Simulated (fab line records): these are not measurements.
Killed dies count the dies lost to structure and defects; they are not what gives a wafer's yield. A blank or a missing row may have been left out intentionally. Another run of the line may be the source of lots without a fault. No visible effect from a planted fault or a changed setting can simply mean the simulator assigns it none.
Which tool did it? | flow n5_finfet | 38 wafers from 13 lots sampled at 3 of the route's 1938 steps

== WHAT THE GAUGES READ, wafer by wafer ==
N5_PASSIVATION_OVL_MEAS_63. Usual: for PAD_OVL the level is -1 nm and the standard deviation is 4.6.
lot  | measured     | on         | PAD_OVL (nm) | flag
L730 | day 15 15:32 | overlay-02 | 0 -1 0       |
L731 | day 16 05:29 | overlay-02 | -7 -5        |
L732 | day 16 05:49 | overlay-02 | -9 -4 -10    |
L736 | day 17 06:01 | overlay-02 | -3 -3 -3     |
L734 | day 16 11:52 | overlay-02 | 1 3 -1       |
L738 | day 17 17:21 | overlay-02 | 4 3 0        |
L735 | day 17 20:59 | overlay-01 | -4 -1 -7     |
L745 | day 20 06:12 | overlay-02 | 1 -7 -3      |
L743 | day 20 06:42 | overlay-02 | -8 -7 -9     |
L748 | day 21 06:40 | overlay-02 | 1 9 3        |
L750 | day 21 10:10 | overlay-02 | 1 -3 -2      |
L752 | day 20 18:10 | overlay-02 | -6 3 -3      |
L751 | day 21 10:35 | overlay-02 | -5 -3 -8     |

== EACH LOT AND THE TOOL THAT RAN IT (in order: tool; ch and the chambers of the sampled wafers; start) ==
lot  | N5_BEOL_M7_PRECLEAN_42              | N5_PASSIVATION_DESCUM_12
L730 | wet_bench-05 ch 3,4,5, day 12 07:10 | rie_diel-06 ch 0,1,2, day 15 13:58
L731 | wet_bench-06 ch 2,7, day 13 09:01   | rie_diel-06 ch 0,3, day 16 04:06
L732 | wet_bench-04 ch 1,5,6, day 13 10:31 | rie_diel-05 ch 0,2, day 16 04:16
L736 | wet_bench-05 ch 2,3,6, day 13 16:02 | rie_diel-05 ch 1,3, day 17 04:21
L734 | wet_bench-06 ch 4,5,6, day 13 19:28 | rie_diel-05 ch 0,2,3, day 16 09:49
L738 | wet_bench-05 ch 1,2,5, day 14 00:50 | rie_diel-06 ch 0,1,2, day 17 15:39
L735 | wet_bench-04 ch 1,2,4, day 14 04:34 | rie_diel-06 ch 1,2,3, day 17 19:22
L745 | wet_bench-05 ch 2,3,4, day 16 21:38 | rie_diel-05 ch 1,3, day 20 04:13
L743 | wet_bench-05 ch 1,4,6, day 17 00:38 | rie_diel-02 ch 0,2,3, day 20 05:05
L748 | wet_bench-05 ch 1,4,6, day 17 05:53 | rie_diel-05 ch 1,2, day 21 04:56
L750 | wet_bench-04 ch 1,6,7, day 17 08:50 | rie_diel-02 ch 1,2,3, day 21 08:26
L752 | wet_bench-05 ch 1,2,5, day 17 11:36 | rie_diel-06 ch 0,1,2, day 20 16:24
L751 | wet_bench-04 ch 0,1,2, day 18 05:57 | rie_diel-06 ch 0,1,3, day 21 08:58
- N5_BEOL_M7_PRECLEAN_42: cleans in residue remover, time 60 s.
- N5_PASSIVATION_DESCUM_12: chemistry O2, time 7.9 s.

== WHAT THE TOOLS THEMSELVES READ (means of the sampled wafers that have a number; where no wafer has one, the mark that the record gives instead) ==
N5_PASSIVATION_DESCUM_12. Usual: drypump_motor_current_A 5.6 A, standard deviation 0.43; oes_product_au 0.79 a.u., standard deviation 0.087; rf_vpp_V 243.3 V, standard deviation 1.4; showerhead_plenum_p_Torr 2.10 Torr, standard deviation 0.085; throttle_valve_pct 20.39 %, standard deviation 0.25.
lot  | tool        | drypump_motor_current_A (A) | oes_product_au (a.u.) | rf_vpp_V (V) | showerhead_plenum_p_Torr (Torr) | throttle_valve_pct (%) | flag
L730 | rie_diel-06 | 5.6                         | 0.83                  | 244.0        | 2.09                            | 20.20                  |
L731 | rie_diel-06 | 5.9                         | 0.80                  | 243.3        | 2.08                            | 20.41                  |
L732 | rie_diel-05 | 5.7                         | 0.71                  | 244.3        | 2.11                            | 20.48                  |
L736 | rie_diel-05 | 5.7                         | 0.77                  | 242.2        | 2.02                            | 20.23                  |
L734 | rie_diel-05 | 5.6                         | 0.70                  | 242.3        | 2.04                            | 20.46                  |
L738 | rie_diel-06 | 5.6                         | 0.80                  | 243.6        | 2.09                            | 20.22                  |
L735 | rie_diel-06 | 5.7                         | 0.84                  | 242.9        | 2.11                            | 20.18                  |
L745 | rie_diel-05 | 5.6                         | 0.81                  | 242.7        | 2.05                            | 20.18                  |
L743 | rie_diel-02 | 5.2                         | 0.83                  | 243.0        | 2.12                            | 20.59                  |
L748 | rie_diel-05 | 5.8                         | 0.81                  | 244.0        | 2.12                            | 20.21                  |
L750 | rie_diel-02 | 5.7                         | 0.78                  | 243.8        | 2.11                            | 20.55                  |
L752 | rie_diel-06 | 5.6                         | 0.78                  | 243.4        | 2.08                            | 20.25                  |
L751 | rie_diel-06 | 5.8                         | 0.75                  | 243.7        | 2.11                            | 20.43                  |

== THE ANSWER, worked out from the rows above alone ==
Rule: a lot is off if the mean of its wafers that have a number lies more than 3 standard deviations from the usual mean. Also off: a lot with no number at a reading for which 4 or more lots have one. Any other lot the step has rows for is counted as sound. After the gauges, taken in route order, come the tools' own readings; for these a lot's mean is taken, as printed above. At the first step where some lot is off, the reading lying furthest off is the one used; lots without a number count as furthest.
Across all readings shown, no lot is off: no conclusion can be drawn from this.

== WHAT THE SIMULATOR HAD PUT IN ==
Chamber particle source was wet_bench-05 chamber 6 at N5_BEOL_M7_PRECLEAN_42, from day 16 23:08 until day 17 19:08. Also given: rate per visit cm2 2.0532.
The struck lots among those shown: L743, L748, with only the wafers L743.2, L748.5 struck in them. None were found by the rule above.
